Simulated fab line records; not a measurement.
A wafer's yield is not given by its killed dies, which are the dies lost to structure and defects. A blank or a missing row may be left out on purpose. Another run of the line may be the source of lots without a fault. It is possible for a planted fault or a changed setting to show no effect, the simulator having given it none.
Comparing a struck lot with a sound one | flow nand_harc | 25 out of 1159 route steps
Sound: these wafers, L853.1, L853.3, L853.6. Struck: wafers L858.1, L858.5 (left out: L858.6, a lot-mate that was not struck); the cause follows at the end.
Order at every step that has rows: each side's tool, ch and its chambers, its first start. Under that, the readings that differ: sound wafers | struck wafers | difference of the means | sigmas: that difference in standard deviations of wafers without a fault.
alike: a reading whose means differ by less than 2 such deviations, as well as words and numbers matching on both sides. not compared: withheld readings; readings where some wafer has no value; bounds like >300 that might hide an equal value; numbers whose values overlap and for which the record gives no deviation.
A row with sigmas, a row that says differs or no value, or rows on one side alone: a step with any of these is where the two part. Numbers that don't overlap but have no deviation are shown without sigmas and don't part them. A reading missing from all wafers of one side parts the sides only when that side holds two or more wafers.

first, 1 step without rows for these wafers: NHARC_A_M0_SRD_25.
NHARC_A_M0_INSPECT_27:
  sound: defect_inspect-02 at day 19 20:06; struck: defect_inspect-01 at day 20 18:55
  alike: raw_defect_count
NHARC_A_M0_PRE_CLEAN_31: time 12 s.
  sound on pecvd-01 ch 0,1,2, day 19 20:10; struck on pecvd-02 ch 1,2, day 20 19:00
  alike: heater_power_w
NHARC_A_M0_DEP_32: deposits SiCN, target thk 30 nm.
  sound on pecvd-01 ch 0,1,2, day 19 20:14; struck on pecvd-02 ch 1,2, day 20 19:08
  alike: heater_power_w
then, 7 steps without rows for these wafers: NHARC_A_M1_DEP_00 (deposits SiOC, target thk 182.5 nm); NHARC_A_M1_DEHYDRATE_01 (time 120 s); NHARC_A_M1_HMDS_02 (time 30 s); NHARC_A_M1_COAT_34 (time 65 s); NHARC_A_M1_COAT_03 (resist thk 90 nm); NHARC_A_M1_SOFTBAKE_04 (time 55 s); NHARC_A_M1_EBR_05.
NHARC_A_M1_EXPOSE_06: exposes mask A M1, target cd 120 nm.
  sound on arfi_scanner-01 ch 0, day 19 21:21; struck on arfi_scanner-02 ch 0, day 20 20:10
  alike: mask
then, 2 steps without rows for these wafers: NHARC_A_M1_PEB_07 (peb time 65 s); NHARC_A_M1_DEVELOP_08 (develop time 35 s).
NHARC_A_M1_CD_MEAS_09 targets a cd of 120 nm.
  sound on cd_sem-02 ch 0, day 19 21:29; struck on cd_sem-01 ch 0, day 20 20:18
  reading    | sound             | struck      | difference | sigmas
  cd_nm (nm) | 120.2 119.9 119.7 | 130.9 130.3 | +10.7      | +20
NHARC_A_M1_OVL_MEAS_10: pitch 240 nm.
  sound: overlay-02 at day 19 21:35; struck: overlay-02 at day 20 20:23
  alike: overlay_x_nm, overlay_y_nm
NHARC_A_M1_INSPECT_11:
  sound: defect_inspect-02 at day 19 21:38; struck: defect_inspect-01 at day 20 20:26
  alike: raw_defect_count
NHARC_A_M1_DESCUM_14: chemistry O2, time 3 s.
  sound on rie_diel-01 ch 1,2,3, day 19 21:43; struck on rie_diel-10 ch 0,2, day 20 20:31
  reading               | sound             | struck    | difference | sigmas
  model.A_M1.cd_nm (nm) | 120.1 119.3 120.4 | 131 130.4 | +11        |
  alike: drypump_motor_current_A, oes_product_au, rf_vpp_V, showerhead_plenum_p_Torr, throttle_valve_pct
  not compared: rf_hours_counter_h
NHARC_A_M1_ETCH_35: etches the open film in N2/H2, target depth 40 nm, overetch 12 nm, time 43.94 s.
  sound on rie_diel-01 ch 0,1,3, day 19 21:47; struck on rie_diel-10 ch 1, day 20 20:35
  alike: drypump_motor_current_A, oes_product_au, rf_vpp_V, showerhead_plenum_p_Torr, throttle_valve_pct
  not compared: rf_hours_counter_h
NHARC_A_M1_ETCH_15: etches the open film in C4F8/Ar, target depth 182.5 nm, time 91.2 s.
  sound on rie_diel-01 ch 0,1,2; struck on rie_diel-10 ch 0,1
  reading      | sound             | struck      | difference | sigmas
  rf_vpp_V (V) | 440.6 443.0 446.5 | 438.1 438.5 | -5.1       | -2
  alike: oes_product_au
  not compared: rf_hours_counter_h
NHARC_A_M1_CD_MEAS_16:
  sound: cd_sem-01 at day 19 21:59; struck: cd_sem-03 at day 20 20:47
  reading    | sound             | struck      | difference | sigmas
  cd_nm (nm) | 119.8 119.3 120.1 | 131.4 130.6 | +11.3      | +16
NHARC_A_M1_STRIP_18: strips in N2/H2.
  sound on rie_diel-01 ch 1,2, day 19 22:04; struck on rie_diel-01 ch 1,2, day 20 20:55
  alike: drypump_motor_current_A, oes_product_au, rf_vpp_V, showerhead_plenum_p_Torr, throttle_valve_pct
  not compared: rf_hours_counter_h
NHARC_A_M1_ETCH_28: etches the open film in CF4/N2, target depth 30 nm, time 72.99 s.
  sound on rie_diel-01 ch 1,3; struck on rie_diel-01 ch 1,3
  reading               | sound             | struck      | difference | sigmas
  model.A_M1.cd_nm (nm) | 120.6 118.6 120.1 | 131.9 129.9 | +11.1      |
  alike: drypump_motor_current_A, oes_product_au, rf_vpp_V, showerhead_plenum_p_Torr, throttle_valve_pct
  not compared: rf_hours_counter_h
then, 1 step without rows for these wafers: NHARC_A_M1_STRIP_19 (strips in post etch residue remover, time 600 s).
NHARC_END_SORT_01:
  the record has rows for the sound wafers here (prober-02 ch 0, day 21 09:32) and none for the struck ones

WHERE THEY PART
First at NHARC_A_M1_CD_MEAS_09; last, within this record, at NHARC_END_SORT_01.

WHY: what had been put in by the simulator
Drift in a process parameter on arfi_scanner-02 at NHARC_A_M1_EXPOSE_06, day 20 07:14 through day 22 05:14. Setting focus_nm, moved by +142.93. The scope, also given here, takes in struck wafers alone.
